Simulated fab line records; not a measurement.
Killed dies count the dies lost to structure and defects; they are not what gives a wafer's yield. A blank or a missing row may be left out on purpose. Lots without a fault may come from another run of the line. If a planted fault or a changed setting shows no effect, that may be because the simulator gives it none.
fab line records    flow n5Finfet    part 2 of 2: steps 5 to 6 of 6
record lots=18  wafers=54  lastDay=17
route steps=1938 shown BEOL_M10@1474 BEOL_M11@1550
lots untouched by any fault: they come from a run of this same line in which no faults occurred
startH: the number of hours between the record's first day and the start of the first shown wafer of the lot    waitH: how many hours have passed since the lot's step before this one    " the same as in the row above    L1.1+2: several wafers, shown together as one row    - no value, or no start given    * or withheld: withheld    < > ~ a bound
route shown NAME@n: NAME is a module with steps in the file, n the number in the route of the first one    usual: mean and standard deviation over wafers with no fault    same: alike in all rows    chamber/n: place in a boat    sites: each site's reading    _std_site: standard deviation of those values    _edge_site: mean of outer sites minus mean of inner sites    radiusMm: how far each site lies from the wafer's centre    mask NAME#n: copy n    behind: the tool/chamber that last shaped the wafer    hold: why the lot was held/for how many hours/how that ended    device: whichever transistor did not switch (one of n, p or np)    end of line: tests of these same wafers at the route's end    a step with no rows: only its recipe    killed: dies lost to structure and defects at the first sort, not the wafer's yield    map: shows each die of a wafer: x if killed, . if not, _ if none is there
set.NAME: the setting the step ran with; set.NAME@STEP: the setting that earlier step ran with    model.NAME: the simulator's own value behind a step, which no gauge read
steps of the route over a sample of lots; a table a step, a row a wafer
services: a tool's chamber out of use, with start hour (startH, from the record's first day; less than 0 if before it), hours out, and reason
## steps
# step N5_BEOL_M11_ETCH_61
# recipe chemistry=CF4  target=SiARC  targetDepthA=390  maskMaterial=CAR-ArF  timeS=65  ionEnergyEv=80  pressureMtorr=40  sourceW=545  biasW=36  Ar_flow_sccm=100  cf4FlowSccm=100  ends=cleared
# usual cf4FlowSccm=100.04/0.29  chamberPressureMTorr=40.00/0.038  drypumpMotorCurrentA=5.6/0.46  etchRfOnTimeS=65.9/2  oesProductAu=0.69/0.088  rfVppV=184.4/1.1  showerheadPlenumPTorr=2.17/0.071  throttleValvePct=15.58/0.27
lot.wafer  tool        chamber  startH  waitH  cf4FlowSccm  chamberPressureMTorr  drypumpMotorCurrentA  etchRfOnTimeS  oesProductAu  rfHoursCounterH  rfVppV  showerheadPlenumPTorr  throttleValvePct
L074.2     rieDiel-05  1        242.37  0.0    100.36       39.97                 5.5                   68.3           0.57          230              185.4   2.10                   15.68
L074.4     "           1        "       "      99.83        39.92                 5.5                   68.8           0.57          -                183.8   2.10                   15.68
L074.5     "           2        "       "      100.54       40.02                 5.8                   64.0           0.77          -                183.7   2.08                   15.24
L076.1     rieDiel-02  0        253.13  0.0    99.75        39.98                 6.0                   69.0           0.60          210              183.0   2.13                   15.82
L076.2     "           1        "       "      99.80        40.01                 5.9                   67.4           0.60          202              185.0   2.21                   15.90
L076.6     "           1        "       "      100.33       40.03                 5.9                   67.2           0.59          -                185.4   2.21                   15.89
L077.2     rieDiel-05  3        257.18  0.0    100.13       39.97                 5.3                   63.0           0.83          3                184.1   2.10                   15.51
L077.3     "           0        "       "      99.29        39.98                 6.4                   67.5           0.59          215              184.4   2.20                   15.94
L077.4     "           2        "       "      99.82        40.02                 5.8                   64.3           0.76          42               184.1   2.08                   15.23
L081.2     rieDiel-02  2        263.78  0.0    100.19       40.02                 5.7                   62.9           0.82          7                184.0   2.12                   15.62
L081.3     "           0        "       "      100.14       40.02                 6.0                   68.5           0.60          213              181.8   2.13                   15.84
L081.5     "           3        "       "      100.07       40.03                 5.4                   65.2           0.73          -                186.2   2.26                   15.40
L079.3     rieDiel-05  3        269.70  0.0    99.45        39.95                 5.3                   64.3           0.81          6                184.5   2.10                   15.54
L079.4     "           1        "       "      99.94        40.01                 5.5                   69.2           0.57          238              184.0   2.09                   15.70
L079.6     "           2        "       "      100.15       39.94                 5.8                   63.8           0.76          -                183.6   2.08                   15.25
L080.1     rieDiel-04  1        271.98  0.0    100.19       39.98                 6.2                   64.6           0.87          1                186.9   2.31                   15.56
L080.2     "           2        "       "      100.48       39.99                 4.9                   63.4           0.68          115              184.9   2.15                   15.59
L080.6     "           1        "       "      100.39       40.05                 6.2                   64.9           0.88          -                186.3   2.31                   15.58
L083.1     rieDiel-02  1        272.21  0.0    99.81        39.99                 5.9                   66.6           0.60          209              184.8   2.21                   15.92
L083.2     "           3        "       "      99.54        39.98                 5.4                   65.3           0.72          62               185.3   2.25                   15.40
L083.3     "           2        "       "      99.93        39.99                 5.6                   62.8           0.83          8                183.5   2.12                   15.62
L082.2     rieDiel-04  1        275.62  0.0    100.29       40.02                 6.2                   65.8           0.85          2                185.1   2.31                   15.56
L082.5     "           1        "       "      100.35       39.99                 6.2                   65.1           0.86          -                184.8   2.31                   15.57
L082.6     "           2        "       "      100.12       40.02                 4.9                   64.1           0.67          -                185.2   2.15                   15.57
L084.1     rieDiel-04  3        295.17  0.0    100.14       39.95                 5.0                   66.6           0.70          64               183.2   2.17                   15.17
L084.3     "           1        "       "      99.97        40.03                 6.2                   63.9           0.84          9                186.2   2.31                   15.57
L084.6     "           1        "       "      99.85        39.94                 6.2                   63.9           0.83          -                185.3   2.31                   15.58
L085.1     rieDiel-05  2        295.71  0.0    99.96        39.98                 5.7                   63.4           0.75          54               183.4   2.08                   15.27
L085.2     "           1        "       "      99.98        40.06                 5.6                   68.4           0.56          247              184.0   2.09                   15.74
L085.6     "           2        "       "      100.26       39.98                 5.8                   63.5           0.75          -                183.6   2.08                   15.25
L086.4     rieDiel-02  1        309.80  0.0    100.37       40.06                 5.8                   66.9           0.59          220              184.6   2.20                   15.94
L086.5     "           3        "       "      99.86        39.96                 5.4                   66.4           0.69          -                186.4   2.25                   15.44
L086.6     "           0        "       "      100.06       40.04                 6.0                   68.8           0.59          -                185.3   2.12                   15.84
L088.2     rieDiel-05  3        310.57  0.0    100.02       39.95                 5.2                   63.3           0.79          18               183.3   2.09                   15.55
L088.3     "           0        "       "      99.97        40.02                 6.5                   66.4           0.59          232              184.1   2.20                   15.96
L088.6     "           2        "       "      100.05       40.02                 5.8                   63.7           0.74          -                183.5   2.07                   15.28
L087.1     rieDiel-05  3        331.43  0.0    99.75        40.00                 5.3                   64.1           0.77          25               183.2   2.09                   15.54
L087.3     "           2        "       "      100.18       39.99                 5.8                   64.1           0.73          65               184.4   2.07                   15.29
L087.5     "           0        "       "      100.17       39.99                 6.5                   66.8           0.59          -                185.0   2.20                   16.00
L092.1     rieDiel-04  0        331.74  0.0    100.22       39.97                 5.3                   68.0           0.72          53               184.9   2.25                   15.12
L092.4     "           3        "       "      99.83        40.00                 5.0                   68.3           0.69          76               184.1   2.16                   15.18
L092.5     "           2        "       "      99.69        39.97                 4.9                   64.4           0.66          -                185.2   2.14                   15.60
L090.1     rieDiel-05  1        337.21  0.0    100.47       39.93                 5.5                   66.3           0.83          1                184.7   2.09                   15.26
L090.4     "           3        "       "      100.51       39.97                 5.2                   64.5           0.77          27               183.5   2.09                   15.56
L090.6     "           2        "       "      99.80        39.99                 5.8                   64.4           0.72          -                184.2   2.07                   15.32
L091.1     rieDiel-02  3        337.37  0.0    100.09       40.03                 5.4                   65.3           0.69          80               184.6   2.25                   15.45
L091.3     "           1        "       "      100.91       39.98                 5.8                   66.5           0.59          227              184.0   2.20                   15.97
L091.4     "           2        "       "      100.18       39.99                 5.7                   62.7           0.78          26               183.0   2.11                   15.65
L094.2     rieDiel-04  1        338.03  0.0    100.69       39.99                 6.2                   63.8           0.81          23               187.1   2.30                   15.61
L094.5     "           1        "       "      100.24       39.95                 6.2                   63.6           0.80          -                186.2   2.30                   15.60
L094.6     "           0        "       "      100.28       39.99                 5.3                   65.6           0.73          -                184.8   2.25                   15.13
L095.1     rieDiel-02  2        373.12  0.0    99.83        40.01                 5.6                   63.1           0.76          37               183.4   2.11                   15.68
L095.3     "           0        "       "      100.23       39.97                 6.0                   68.3           0.58          245              183.6   2.12                   15.90
L095.4     "           3        "       "      99.85        39.97                 5.4                   66.0           0.69          91               185.6   2.24                   15.48
# step N5_BEOL_M11_DESCUM_33
# recipe chemistry=O2  timeS=7.9  sourcePowerW=50  biasPowerW=20  pressureMtorr=20  rfFrequencyHz=2.712e+07  tempC=40  resist=CAR-ArF  o2FlowSccm=225
# usual biasPowerW=19.99/0.057  chamberPressureMTorr=20.003/0.019  drypumpMotorCurrentA=5.6/0.47  oesProductAu=0.81/0.094  rfVppV=243.6/1.3  showerheadPlenumPTorr=2.12/0.078  throttleValvePct=20.4/0.31
lot.wafer  tool        chamber  startH  waitH  biasPowerW  chamberPressureMTorr  drypumpMotorCurrentA  oesProductAu  rfHoursCounterH  rfVppV  showerheadPlenumPTorr  throttleValvePct
L074.2     rieDiel-04  3        243.31  0.2    19.98       19.979                5.0                   0.87          46               244.1   2.09                   19.7
L074.4     "           0        "       "      19.96       20.020                5.3                   0.89          27               244.8   2.25                   20.2
L074.5     "           2        "       "      20.00       19.962                4.9                   0.80          -                243.2   2.14                   20.5
L076.1     rieDiel-02  3        255.65  0.1    20.01       20.024                5.4                   0.84          56               245.9   2.23                   20.3
L076.2     "           1        "       "      20.05       20.033                5.8                   0.69          202              243.6   2.16                   20.7
L076.6     "           0        "       "      20.01       20.015                6.0                   0.72          -                242.6   2.07                   20.7
L077.2     rieDiel-02  0        258.19  0.0    19.91       19.978                6.0                   0.72          212              240.9   2.07                   20.7
L077.3     "           3        "       "      19.94       20.002                5.4                   0.86          57               245.5   2.22                   20.3
L077.4     "           0        "       "      19.95       19.999                6.0                   0.72          -                241.8   2.07                   20.7
L081.2     rieDiel-04  0        264.89  0.2    20.01       20.021                5.3                   0.87          34               244.7   2.25                   20.2
L081.3     "           2        "       "      20.09       20.025                4.9                   0.79          112              244.9   2.13                   20.5
L081.5     "           2        "       "      20.01       20.001                4.9                   0.78          -                242.2   2.13                   20.5
L079.3     rieDiel-05  1        270.77  0.1    20.14       19.982                5.5                   0.67          238              242.3   2.04                   20.4
L079.4     "           3        "       "      20.02       20.028                5.3                   0.95          6                242.0   2.07                   20.6
L079.6     "           2        "       "      19.94       19.950                5.7                   0.87          -                242.1   2.02                   20.0
L080.1     rieDiel-05  3        273.09  0.1    19.99       19.990                5.3                   0.95          7                242.4   2.07                   20.6
L080.2     "           2        "       "      19.90       20.021                5.8                   0.86          47               243.4   2.02                   20.0
L080.6     "           1        "       "      19.95       20.020                5.5                   0.67          -                242.6   2.04                   20.4
L083.1     rieDiel-02  3        273.40  0.3    19.93       20.005                5.4                   0.83          63               246.0   2.22                   20.3
L083.2     "           1        "       "      19.94       20.014                5.8                   0.69          210              243.9   2.15                   20.6
L083.3     "           2        "       "      20.03       20.002                5.7                   0.94          9                242.6   2.08                   20.6
L082.2     rieDiel-05  1        280.05  0.3    19.90       19.976                5.5                   0.67          241              243.8   2.04                   20.4
L082.5     "           1        "       "      19.85       19.984                5.5                   0.67          -                240.5   2.04                   20.4
L082.6     "           0        "       "      20.06       20.005                6.5                   0.68          -                244.0   2.15                   20.8
L084.1     rieDiel-02  1        296.18  0.1    19.89       20.010                5.9                   0.70          216              244.4   2.15                   20.7
L084.3     "           3        "       "      20.01       20.005                5.4                   0.84          70               243.8   2.22                   20.3
L084.6     "           3        "       "      19.98       19.972                5.4                   0.83          -                245.1   2.22                   20.3
L085.1     rieDiel-05  3        296.79  0.1    19.95       19.995                5.3                   0.92          14               243.4   2.07                   20.6
L085.2     "           0        "       "      19.93       20.014                6.4                   0.68          228              245.1   2.15                   20.8
L085.6     "           0        "       "      20.00       20.020                6.4                   0.68          -                244.3   2.15                   20.8
L088.2     rieDiel-05  0        313.21  0.0    20.08       20.013                6.5                   0.67          233              244.5   2.15                   20.8
L088.3     "           3        "       "      20.03       20.003                5.2                   0.92          20               241.7   2.07                   20.6
L088.6     "           2        "       "      19.94       20.015                5.8                   0.85          -                242.2   2.02                   20.1
L086.4     rieDiel-04  2        313.89  0.5    20.03       20.000                4.9                   0.77          129              242.2   2.13                   20.5
L086.5     "           0        "       "      20.02       20.019                5.3                   0.85          -                245.3   2.24                   20.2
L086.6     "           3        "       "      20.02       20.002                5.0                   0.83          -                244.0   2.08                   19.8
L087.1     rieDiel-05  3        332.42  0.1    20.11       20.013                5.3                   0.90          26               242.9   2.07                   20.6
L087.3     "           2        "       "      20.05       19.985                5.8                   0.85          66               241.4   2.01                   20.1
L087.5     "           3        "       "      20.05       20.000                5.2                   0.90          -                242.0   2.07                   20.6
L092.1     rieDiel-04  2        333.16  0.5    20.03       19.998                4.9                   0.76          135              243.5   2.13                   20.6
L092.4     "           0        "       "      19.92       20.014                5.2                   0.85          53               243.6   2.24                   20.2
L092.5     "           1        "       "      20.06       20.010                6.2                   0.94          -                246.4   2.25                   20.6
L090.1     rieDiel-05  0        338.07  0.0    20.02       20.029                6.5                   0.67          241              244.8   2.15                   20.8
L090.4     "           1        "       "      20.05       19.999                5.5                   1.00          -                242.3   2.04                   20.1
L090.6     "           0        "       "      19.99       19.996                6.5                   0.68          -                244.5   2.15                   20.8
L091.1     rieDiel-04  1        338.32  0.0    19.96       19.988                6.2                   0.94          23               243.3   2.25                   20.6
L091.3     "           3        "       "      20.03       19.965                5.0                   0.82          78               243.3   2.08                   19.8
L091.4     "           2        "       "      20.05       20.034                4.9                   0.76          137              243.5   2.12                   20.6
L094.2     rieDiel-04  2        339.70  0.1    19.90       20.014                4.9                   0.76          137              243.6   2.13                   20.6
L094.5     "           2        "       "      19.86       20.006                4.9                   0.76          -                241.6   2.12                   20.6
L094.6     "           1        "       "      20.00       19.972                6.2                   0.94          -                245.3   2.25                   20.6
L095.1     rieDiel-05  1        375.33  0.4    20.03       20.007                5.5                   0.94          13               243.0   2.04                   20.2
L095.3     "           2        "       "      20.05       19.991                5.7                   0.81          80               241.4   2.01                   20.1
L095.4     "           1        "       "      20.05       19.995                5.5                   0.94          -                242.4   2.03                   20.2
## services
tool           chamber  startH  hours  kind
rieDiel-03     -        222.26  2.8    pm
rieDiel-05     3        222.62  -      clean
rieDiel-05     3        222.62  -      consumableReplace:focusRing
rieDiel-05     3        222.62  24.3   scheduledDown
rieDiel-05     3        222.62  24.3   ventCycle
rieDiel-05     -        229.87  0.2    repair
rieDiel-01     3        255.63  -      clean
rieDiel-02     2        266.68  5.1    repair
rieDiel-05     1        305.69  -      clean
rieDiel-05     1        305.69  -      consumableReplace:focusRing
rieDiel-05     1        305.69  27.6   scheduledDown
rieDiel-05     1        305.69  27.6   ventCycle
rieDiel-06     3        307.81  6.7    repair
rieDiel-05     -        319.34  2.8    pm
rieDiel-04     0        324.21  1.2    repair
rieDiel-01     3        330.01  15.9   repair
rieDiel-02     -        330.92  3.4    repair
rieDiel-01     0        343.02  22.2   repair
pvdSputter-01  -        354.49  2.5    repair
rieDiel-06     2        359.48  33.0   repair
rieDiel-05     0        365.17  -      clean
rieDiel-05     0        365.17  -      consumableReplace:focusRing
rieDiel-05     0        365.17  17.0   scheduledDown
rieDiel-05     0        365.17  17.0   ventCycle
